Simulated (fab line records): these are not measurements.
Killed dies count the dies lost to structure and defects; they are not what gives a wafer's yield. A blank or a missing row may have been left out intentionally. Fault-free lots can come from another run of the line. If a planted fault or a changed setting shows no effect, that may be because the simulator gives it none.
fab line records	flow n5_finfet	part 1 of 2: steps 1 to 18 of 23
[record] lots = 5	wafers = 15	last_day = 17
route steps=1938 shown FIN_CUT@154
lots with no fault: from the same line, run without faults
start_h: hours from the record's first day to the start of the lot's first wafer shown	wait_h: hours elapsed since this lot's preceding step	" as in the row above	L1.1+2: several wafers, shown together as one row	- value missing, or start not given	* or withheld: withheld	< > ~ a bound
route shown NAME@n: names a module that has steps shown in the file, with the first one's number in the route	usual: average and standard deviation across the fault-free wafers	same: alike in all rows	chamber/n: place in a boat	sites: each site's reading	_std_site: their standard deviation	_edge_site: inner sites' mean taken away from outer sites' mean	radius_mm: for every site, how far away it sits from the centre of the wafer	mask NAME#n: copy n	behind: tool/chamber where the wafer was last shaped	hold: cause of the lot's hold/its duration in hours/its outcome	device: the n, p or np transistor that did not switch	end of line: at the end of the route, the tests of the same wafers	where a step has no rows: the recipe by itself	killed: not the wafer's yield, but the dies lost to structure and defects at the first sort	map: a wafer's dies, marking killed ones x, the rest . and places with no die _
set.NAME: the setting the step ran with; set.NAME@STEP: the setting that earlier step ran with	model.NAME: the simulator's own value behind a step, which no gauge read
lots at some steps of the route; a table a step, a row a wafer
services: from which hour (start_h, from the record's first day; less than 0 if before it) a tool's chamber was out of use, for how many hours, and why
[[steps]]
[step N5_FIN_CUT_COAT_18]
[recipe] resist = SOC	temp_c = 250	time_s = 60	spin_rpm = 1500	resist_thk_nm = 230
[usual] chill_plate_temp_C = 23.00/0.1
lot.wafer	tool	chamber	start_h	wait_h	chill_plate_temp_C
L077.1	litho_track-03	0	44.70	0.0	22.85
L077.2	"	0	"	"	22.93
L077.4	"	0	"	"	22.73
L078.3	litho_track-04	0	50.25	0.0	23.03
L078.4	"	0	"	"	22.83
L078.6	"	0	"	"	22.94
L084.2	litho_track-04	0	86.77	0.0	23.32
L084.5	"	0	"	"	23.11
L084.6	"	0	"	"	23.15
L086.2	litho_track-03	0	101.97	0.0	23.03
L086.4	"	0	"	"	22.96
L086.6	"	0	"	"	22.93
L095.2	litho_track-04	0	152.83	0.0	23.25
L095.5	"	0	"	"	23.14
L095.6	"	0	"	"	23.11
[step N5_FIN_CUT_COAT_19]
[recipe] resist = SiARC	temp_c = 220	time_s = 60	spin_rpm = 1500	resist_thk_nm = 20
[usual] chill_plate_temp_C = 23.02/0.098
lot.wafer	tool	chamber	start_h	wait_h	chill_plate_temp_C
L077.1	litho_track-03	0	-	-	23.06
L077.2	"	0	"	"	22.99
L077.4	"	0	"	"	23.06
L078.3	litho_track-04	0	-	-	23.07
L078.4	"	0	"	"	23.13
L078.6	"	0	"	"	23.04
L084.2	litho_track-04	0	-	-	23.07
L084.5	"	0	"	"	22.88
L084.6	"	0	"	"	23.01
L086.2	litho_track-03	0	-	-	22.95
L086.4	"	0	"	"	23.03
L086.6	"	0	"	"	23.16
L095.2	litho_track-04	0	-	-	23.01
L095.5	"	0	"	"	23.06
L095.6	"	0	"	"	23.02
[step N5_FIN_CUT_COAT_29]
[recipe] resist = underlayer	temp_c = 205	time_s = 60	spin_rpm = 1500	resist_thk_nm = 10
[usual] chill_plate_temp_C = 22.99/0.11
lot.wafer	tool	chamber	start_h	wait_h	chill_plate_temp_C
L077.1	litho_track-03	0	-	-	23.02
L077.2	"	0	"	"	23.01
L077.4	"	0	"	"	22.83
L078.3	litho_track-04	0	-	-	23.02
L078.4	"	0	"	"	22.70
L078.6	"	0	"	"	22.91
L084.2	litho_track-04	0	-	-	23.20
L084.5	"	0	"	"	23.00
L084.6	"	0	"	"	22.98
L086.2	litho_track-03	0	-	-	22.96
L086.4	"	0	"	"	22.80
L086.6	"	0	"	"	22.82
L095.2	litho_track-04	0	-	-	23.03
L095.5	"	0	"	"	22.81
L095.6	"	0	"	"	23.02
[step N5_FIN_CUT_COAT_02]
[recipe] resist = CAR-EUV	spin_rpm = 1500	resist_thk_nm = 30
[usual] chill_plate_temp_C = 23.01/0.11
lot.wafer	tool	chamber	start_h	wait_h	chill_plate_temp_C
L077.1	litho_track-03	0	-	-	23.04
L077.2	"	0	"	"	23.06
L077.4	"	0	"	"	22.93
L078.3	litho_track-04	0	-	-	22.99
L078.4	"	0	"	"	22.87
L078.6	"	0	"	"	23.02
L084.2	litho_track-04	0	-	-	23.01
L084.5	"	0	"	"	23.04
L084.6	"	0	"	"	23.12
L086.2	litho_track-03	0	-	-	23.00
L086.4	"	0	"	"	23.13
L086.6	"	0	"	"	22.98
L095.2	litho_track-04	0	-	-	22.83
L095.5	"	0	"	"	22.93
L095.6	"	0	"	"	22.90
[step N5_FIN_CUT_EBR_04]
[recipe] solvent = PGMEA	ebr_width_mm = 1.5
[usual] chill_plate_temp_C = 22.99/0.093
lot.wafer	tool	chamber	start_h	wait_h	chill_plate_temp_C
L077.1	litho_track-03	0	-	-	22.90
L077.2	"	0	"	"	22.92
L077.4	"	0	"	"	22.92
L078.3	litho_track-04	0	-	-	23.12
L078.4	"	0	"	"	23.00
L078.6	"	0	"	"	23.01
L084.2	litho_track-04	0	-	-	23.02
L084.5	"	0	"	"	23.12
L084.6	"	0	"	"	23.05
L086.2	litho_track-03	0	-	-	22.80
L086.4	"	0	"	"	22.96
L086.6	"	0	"	"	22.85
L095.2	litho_track-04	0	-	-	22.82
L095.5	"	0	"	"	22.85
L095.6	"	0	"	"	22.94
[step N5_FIN_CUT_SOFTBAKE_03]
[recipe] temp_c = 110	time_s = 60	resist = CAR-EUV
[usual] chill_plate_temp_C = 22.99/0.098
lot.wafer	tool	chamber	start_h	wait_h	chill_plate_temp_C
L077.1	litho_track-03	0	-	-	22.79
L077.2	"	0	"	"	22.82
L077.4	"	0	"	"	22.97
L078.3	litho_track-04	0	-	-	23.03
L078.4	"	0	"	"	22.95
L078.6	"	0	"	"	22.92
L084.2	litho_track-04	0	-	-	23.09
L084.5	"	0	"	"	23.08
L084.6	"	0	"	"	22.90
L086.2	litho_track-03	0	-	-	22.99
L086.4	"	0	"	"	22.92
L086.6	"	0	"	"	23.05
L095.2	litho_track-04	0	-	-	22.96
L095.5	"	0	"	"	23.08
L095.6	"	0	"	"	23.06
[step N5_FIN_CUT_EXPOSE_05]
[recipe] mask_id = FIN_CUT	na = 0.33	source_shape = annular	sigma_inner = 0.35	sigma_outer = 0.8	polarization = unpolarized	dose_mj = 45.75
[usual] focus_offset_nm = -0.1/0.52
lot.wafer	tool	chamber	start_h	wait_h	mask	focus_offset_nm
L077.1	euv_scanner-02	0	44.84	-	FIN_CUT#0	-0.2
L077.2	"	0	"	"	FIN_CUT#0	0.7
L077.4	"	0	"	"	FIN_CUT#0	-0.3
L078.3	euv_scanner-02	0	50.40	-	FIN_CUT#0	0.1
L078.4	"	0	"	"	FIN_CUT#0	-0.5
L078.6	"	0	"	"	FIN_CUT#0	-0.6
L084.2	euv_scanner-02	0	87.04	-	FIN_CUT#0	-0.5
L084.5	"	0	"	"	FIN_CUT#0	0.2
L084.6	"	0	"	"	FIN_CUT#0	-0.5
L086.2	euv_scanner-01	0	102.11	-	FIN_CUT#0	0.3
L086.4	"	0	"	"	FIN_CUT#0	-0.5
L086.6	"	0	"	"	FIN_CUT#0	-0.1
L095.2	euv_scanner-02	0	152.98	-	FIN_CUT#0	0.1
L095.5	"	0	"	"	FIN_CUT#0	-0.7
L095.6	"	0	"	"	FIN_CUT#0	0.1
[step N5_FIN_CUT_PEB_06]
[recipe] peb_temp_c = 100	peb_time_s = 60	resist = CAR-EUV
[usual] chill_plate_temp_C = 23.00/0.1
lot.wafer	tool	chamber	start_h	wait_h	chill_plate_temp_C
L077.1	litho_track-02	0	44.91	0.1	22.99
L077.2	"	0	"	"	23.12
L077.4	"	0	"	"	23.01
L078.3	litho_track-02	0	50.46	0.0	22.98
L078.4	"	0	"	"	23.03
L078.6	"	0	"	"	23.18
L084.2	litho_track-03	0	87.10	0.1	23.13
L084.5	"	0	"	"	23.13
L084.6	"	0	"	"	23.07
L086.2	litho_track-02	0	102.17	0.1	22.95
L086.4	"	0	"	"	23.09
L086.6	"	0	"	"	23.11
L095.2	litho_track-02	0	153.04	0.1	23.00
L095.5	"	0	"	"	22.92
L095.6	"	0	"	"	23.10
[step N5_FIN_CUT_DEVELOP_07]
[recipe] develop_time_s = 30	developer = TMAH	resist = CAR-EUV	rinse_liquid = surfactant_rinse	dry = air_spin	dev_temp_c = 23
[usual] chill_plate_temp_C = 23.01/0.099
lot.wafer	tool	chamber	start_h	wait_h	chill_plate_temp_C
L077.1	litho_track-02	0	-	-	22.97
L077.2	"	0	"	"	22.94
L077.4	"	0	"	"	22.95
L078.3	litho_track-02	0	-	-	23.15
L078.4	"	0	"	"	23.14
L078.6	"	0	"	"	23.12
L084.2	litho_track-03	0	-	-	23.14
L084.5	"	0	"	"	23.26
L084.6	"	0	"	"	23.03
L086.2	litho_track-02	0	-	-	23.01
L086.4	"	0	"	"	22.95
L086.6	"	0	"	"	23.04
L095.2	litho_track-02	0	-	-	22.87
L095.5	"	0	"	"	23.06
L095.6	"	0	"	"	22.96
[step N5_FIN_CUT_CD_MEAS_08]
[recipe] target_cd_nm = 29.1	landing_energy_ev = 500	detector = se_inlens	polarity = opening
[usual] cd_nm = 29.09/0.26
lot.wafer	tool	chamber	start_h	wait_h	cd_nm
L077.1	cd_sem-02	0	44.97	-	28.96
L077.2	"	0	"	"	28.81
L077.4	"	0	"	"	28.78
L078.3	cd_sem-03	0	50.53	-	28.98
L078.4	"	0	"	"	28.96
L078.6	"	0	"	"	29.35
L084.2	cd_sem-02	0	87.17	-	29.18
L084.5	"	0	"	"	29.38
L084.6	"	0	"	"	29.28
L086.2	cd_sem-02	0	102.25	-	28.65
L086.4	"	0	"	"	28.56
L086.6	"	0	"	"	28.92
L095.2	cd_sem-02	0	153.11	-	29.41
L095.5	"	0	"	"	29.10
L095.6	"	0	"	"	29.10
[step N5_FIN_CUT_OVL_MEAS_09]
[recipe] points_per_wafer = 522
[usual] FIN_CUT_OVL = -0.2/0.54
lot.wafer	tool	chamber	start_h	wait_h	FIN_CUT_OVL[nm]
L077.1	overlay-02	0	45.00	0.0	-1.1
L077.2	"	0	"	"	-0.1
L077.4	"	0	"	"	-0.2
L078.3	overlay-02	0	50.57	0.0	-0.1
L078.4	"	0	"	"	0.5
L078.6	"	0	"	"	0.7
L084.2	overlay-01	0	87.20	0.0	-0.1
L084.5	"	0	"	"	0.5
L084.6	"	0	"	"	-1.3
L086.2	overlay-02	0	102.28	0.0	-1.0
L086.4	"	0	"	"	0.1
L086.6	"	0	"	"	-0.6
L095.2	overlay-02	0	153.14	0.0	-0.3
L095.5	"	0	"	"	-0.9
L095.6	"	0	"	"	-0.2
[step N5_FIN_CUT_INSPECT_10]
[recipe] mode = adi	inspect_instrument = brightfield
[usual] raw_defect_count = 41/12
lot.wafer	tool	chamber	start_h	wait_h	raw_defect_count
L077.1	defect_inspect-01	-	45.06	0.1	51
L077.2	"	-	"	"	41
L077.4	"	-	"	"	38
L078.3	defect_inspect-02	-	50.61	0.0	38
L078.4	"	-	"	"	33
L078.6	"	-	"	"	45
L084.2	defect_inspect-01	-	87.25	0.0	51
L084.5	"	-	"	"	41
L084.6	"	-	"	"	28
L086.2	defect_inspect-02	-	102.33	0.0	43
L086.4	"	-	"	"	41
L086.6	"	-	"	"	28
L095.2	defect_inspect-02	-	153.20	0.0	45
L095.5	"	-	"	"	28
L095.6	"	-	"	"	31
[step N5_FIN_CUT_DESCUM_13]
[recipe] chemistry = O2	time_s = 7	source_power_w = 50	bias_power_w = 20	pressure_mtorr = 20	rf_frequency_hz = 2.712e+07	temp_c = 40	resist = CAR-EUV	o2_flow_sccm = 225
[usual] drypump_motor_current_A = 5.9/0.44	oes_product_au = 0.77/0.062	rf_fwd_power_W = 49.29/0.22	rf_vpp_V = 243.4/1.5	showerhead_plenum_p_Torr = 2.11/0.087	temp_c = 40.00/0.11	throttle_valve_pct = 20.41/0.28
lot.wafer	tool	chamber	start_h	wait_h	drypump_motor_current_A	oes_product_au	rf_fwd_power_W	rf_hours_counter_h	rf_vpp_V	showerhead_plenum_p_Torr	temp_c	throttle_valve_pct
L077.1	rie_diel-01	1	45.10	0.0	6.3	0.83	49.77	112	244.3	2.21	39.79	20.04
L077.2	"	0	"	"	5.5	0.87	49.40	30	244.7	2.23	40.02	20.49
L077.4	"	2	"	"	6.4	0.77	49.48	134	240.7	2.00	40.08	20.17
L078.3	rie_diel-01	0	50.65	0.0	5.5	0.86	49.28	32	245.5	2.23	40.01	20.50
L078.4	"	3	"	"	5.7	0.75	49.36	159	244.7	2.18	40.03	20.27
L078.6	"	0	"	"	5.5	0.87	49.23	-	245.2	2.23	39.96	20.50
L084.2	rie_diel-05	2	87.29	0.0	5.6	0.70	49.43	208	242.6	2.17	39.81	20.70
L084.5	"	2	"	"	5.6	0.70	49.30	-	244.8	2.17	39.94	20.69
L084.6	"	1	"	"	6.1	0.73	49.17	-	243.1	1.98	40.21	19.96
L086.2	rie_diel-06	2	102.37	0.0	6.4	0.73	49.15	176	242.9	2.10	39.99	20.43
L086.4	"	0	"	"	4.9	0.70	49.20	225	242.4	1.99	40.04	21.04
L086.6	"	2	"	"	6.3	0.73	49.44	-	243.2	2.10	39.92	20.43
L095.2	rie_diel-06	3	153.23	0.0	6.3	0.80	49.38	79	243.3	2.12	39.95	20.40
L095.5	"	1	"	"	5.8	0.87	49.39	-	244.5	2.13	40.01	20.29
L095.6	"	2	"	"	6.3	0.71	49.01	-	242.2	2.10	40.15	20.46
[step N5_FIN_CUT_ETCH_30]
[recipe] chemistry = N2/H2	target = underlayer	target_depth_a = 130	mask_material = CAR-EUV	time_s = 10.4	ion_energy_ev = 200	pressure_mtorr = 30	source_w = 840	bias_w = 150	n2_flow_sccm = 200	h2_flow_sccm = 200	ends = cleared
[usual] drypump_motor_current_A = 5.9/0.44	etch_rf_on_time_s = 10.52/0.28	h2_flow_sccm = 200.1/0.55	oes_product_au = 0.66/0.058	rf_fwd_power_W = 819.2/2.3	rf_vpp_V = 524.3/2.8	showerhead_plenum_p_Torr = 2.56/0.1	throttle_valve_pct = 17.81/0.25
lot.wafer	tool	chamber	start_h	wait_h	drypump_motor_current_A	etch_rf_on_time_s	h2_flow_sccm	oes_product_au	rf_fwd_power_W	rf_hours_counter_h	rf_vpp_V	showerhead_plenum_p_Torr	throttle_valve_pct
L077.1	rie_diel-01	1	45.13	0.0	6.3	9.97	200.0	0.70	819.4	112	528.7	2.66	17.29
L077.2	"	0	"	"	5.5	10.20	199.7	0.76	815.5	30	527.2	2.71	17.81
L077.4	"	2	"	"	6.3	10.54	201.0	0.65	819.2	134	521.1	2.45	17.64
L078.3	rie_diel-01	0	50.68	0.0	5.5	10.30	199.7	0.76	820.8	32	526.7	2.71	17.81
L078.4	"	3	"	"	5.7	10.81	200.3	0.63	819.0	159	525.8	2.65	17.80
L078.6	"	0	"	"	5.5	10.20	200.3	0.75	821.7	-	528.0	2.71	17.82
L084.2	rie_diel-05	2	87.32	0.0	5.6	10.30	200.3	0.60	816.9	208	525.9	2.62	18.01
L084.5	"	2	"	"	5.6	10.36	200.2	0.61	816.9	-	527.5	2.62	17.98
L084.6	"	1	"	"	6.1	10.42	200.2	0.62	819.6	-	520.5	2.43	17.48
L086.2	rie_diel-06	2	102.40	0.0	6.3	10.69	199.4	0.62	818.7	176	522.9	2.51	17.69
L086.4	"	0	"	"	4.9	10.93	201.0	0.59	820.5	225	521.0	2.39	18.27
L086.6	"	2	"	"	6.3	10.67	200.2	0.62	819.4	-	525.4	2.51	17.68
L095.2	rie_diel-06	3	153.26	0.0	6.3	10.56	200.8	0.68	823.6	79	524.4	2.59	17.98
L095.5	"	1	"	"	5.9	10.28	199.4	0.74	820.0	-	523.4	2.60	17.78
L095.6	"	2	"	"	6.4	10.89	200.2	0.61	821.9	-	522.2	2.51	17.71
[step N5_FIN_CUT_ETCH_20]
[recipe] chemistry = CF4	target = SiARC	target_depth_a = 260	mask_material = CAR-EUV	time_s = 43.3	ion_energy_ev = 80	pressure_mtorr = 40	source_w = 545	bias_w = 36	Ar_flow_sccm = 100	cf4_flow_sccm = 100	ends = cleared
[usual] drypump_motor_current_A = 5.9/0.44	etch_rf_on_time_s = 43.7/1	mfc_ar_sccm = 100.04/0.29	oes_product_au = 0.66/0.057	rf_fwd_power_W = 534.3/2.4	rf_vpp_V = 184.1/1.4	showerhead_plenum_p_Torr = 2.16/0.081	throttle_valve_pct = 15.60/0.24
lot.wafer	tool	chamber	start_h	wait_h	drypump_motor_current_A	etch_rf_on_time_s	mfc_ar_sccm	oes_product_au	rf_fwd_power_W	rf_hours_counter_h	rf_vpp_V	showerhead_plenum_p_Torr	throttle_valve_pct
L077.1	rie_diel-01	1	45.15	0.0	6.3	41.6	100.28	0.71	537.5	112	184.6	2.23	15.13
L077.2	"	0	"	"	5.5	42.7	100.51	0.76	531.7	30	185.0	2.28	15.61
L077.4	"	2	"	"	6.4	43.2	99.86	0.65	532.3	134	183.1	2.06	15.42
L078.3	rie_diel-01	0	50.70	0.0	5.5	43.1	99.90	0.75	535.0	32	184.9	2.28	15.61
L078.4	"	3	"	"	5.7	44.6	100.29	0.63	532.6	159	186.2	2.22	15.49
L078.6	"	0	"	"	5.5	43.1	99.86	0.75	535.0	-	183.8	2.28	15.62
L084.2	rie_diel-05	2	87.34	0.0	5.6	43.6	100.39	0.60	533.6	208	186.4	2.19	15.75
L084.5	"	2	"	"	5.6	43.9	100.01	0.59	534.9	-	186.0	2.19	15.76
L084.6	"	1	"	"	6.1	43.6	100.08	0.62	530.7	-	183.0	2.05	15.41
L086.2	rie_diel-06	2	102.42	0.0	6.3	45.2	99.94	0.62	533.4	176	183.4	2.14	15.55
L086.4	"	0	"	"	4.9	46.5	99.94	0.59	533.1	225	182.4	2.04	16.15
L086.6	"	2	"	"	6.4	45.2	99.72	0.61	533.2	-	182.3	2.14	15.54
L095.2	rie_diel-06	3	153.28	0.0	6.3	43.1	99.98	0.69	535.4	79	182.5	2.18	15.60
L095.5	"	1	"	"	5.9	42.7	100.10	0.75	536.8	-	185.3	2.19	15.54
L095.6	"	2	"	"	6.3	44.8	100.30	0.61	535.7	-	183.9	2.13	15.58
[step N5_FIN_CUT_ETCH_21]
[recipe] chemistry = N2/H2	target = SOC	target_depth_a = 2190	overetch_a = 438	mask_material = SiARC	temp_c = 40	ion_energy_ev = 100	bias_w = 61	time_s = 523.5	pressure_mtorr = 30	source_w = 850	n2_flow_sccm = 200	h2_flow_sccm = 200
[usual] drypump_motor_current_A = 5.9/0.44	h2_flow_sccm = 199.9/0.6	oes_product_au = 0.71/0.056	rf_fwd_power_W = 848.4/2.9	rf_vpp_V = 241.0/1.6	showerhead_plenum_p_Torr = 2.56/0.1	temp_c = 40.00/0.11	throttle_valve_pct = 17.76/0.25
lot.wafer	tool	chamber	start_h	wait_h	drypump_motor_current_A	h2_flow_sccm	oes_product_au	rf_fwd_power_W	rf_hours_counter_h	rf_vpp_V	showerhead_plenum_p_Torr	temp_c	throttle_valve_pct
L077.1	rie_diel-01	1	45.19	0.0	6.3	200.3	0.74	849.4	112	242.6	2.66	39.94	17.25
L077.2	"	0	"	"	5.4	199.8	0.81	848.0	30	242.7	2.71	39.93	17.74
L077.4	"	2	"	"	6.4	199.7	0.71	848.5	134	239.6	2.45	40.12	17.58
L078.3	rie_diel-01	0	50.74	0.0	5.5	199.5	0.80	845.1	32	243.0	2.71	39.97	17.76
L078.4	"	3	"	"	5.7	198.6	0.69	844.2	160	242.5	2.65	39.85	17.76
L078.6	"	0	"	"	5.5	199.4	0.81	846.3	-	242.9	2.71	40.01	17.75
L084.2	rie_diel-05	2	87.38	0.0	5.6	199.7	0.65	847.6	208	243.3	2.62	40.00	17.96
L084.5	"	2	"	"	5.6	200.0	0.64	849.3	-	242.4	2.62	39.98	17.96
L084.6	"	1	"	"	6.1	199.1	0.67	850.6	-	239.4	2.43	40.09	17.43
L086.2	rie_diel-06	2	102.46	0.0	6.4	199.5	0.68	850.6	176	240.4	2.51	39.94	17.64
L086.4	"	0	"	"	4.9	200.6	0.66	855.5	225	239.5	2.39	39.99	18.22
L086.6	"	2	"	"	6.4	200.2	0.68	846.9	-	239.8	2.51	39.94	17.64
L095.2	rie_diel-06	3	153.32	0.0	6.3	200.2	0.74	846.6	79	241.0	2.59	39.98	17.93
L095.5	"	1	"	"	5.9	200.1	0.80	850.7	-	241.3	2.60	39.77	17.73
L095.6	"	2	"	"	6.3	200.8	0.67	846.4	-	241.3	2.51	39.92	17.68
[step N5_FIN_CUT_STRIP_23]
[recipe] chemistry = N2/H2	temp_c = 40	n2_flow_sccm = 200	h2_flow_sccm = 200	rf_frequency_hz = 6e+07
lot.wafer	tool	chamber	start_h	wait_h
L077.1+2+4	rie_diel-01	1,0,2	45.49	0.2
L078.3+4+6	rie_diel-01	0,3,0	51.04	0.2
L084.2+5+6	rie_diel-05	2,2,1	87.69	0.2
L086.2+4+6	rie_diel-06	2,0,2	102.76	0.2
L095.2+5+6	rie_diel-06	3,1,2	153.63	0.2
[step N5_FIN_CUT_STRIP_31]
[recipe] chemistry = N2/H2	temp_c = 40	n2_flow_sccm = 200	h2_flow_sccm = 200	rf_frequency_hz = 6e+07
lot.wafer	tool	chamber	start_h	wait_h
L077.1+2+4	rie_diel-01	1,0,2	45.50	0.0
L078.3+4+6	rie_diel-01	0,3,0	51.05	0.0
L084.2+5+6	rie_diel-05	2,2,1	87.70	0.0
L086.2+4+6	rie_diel-06	2,0,2	102.77	0.0
L095.2+5+6	rie_diel-06	3,1,2	153.64	0.0
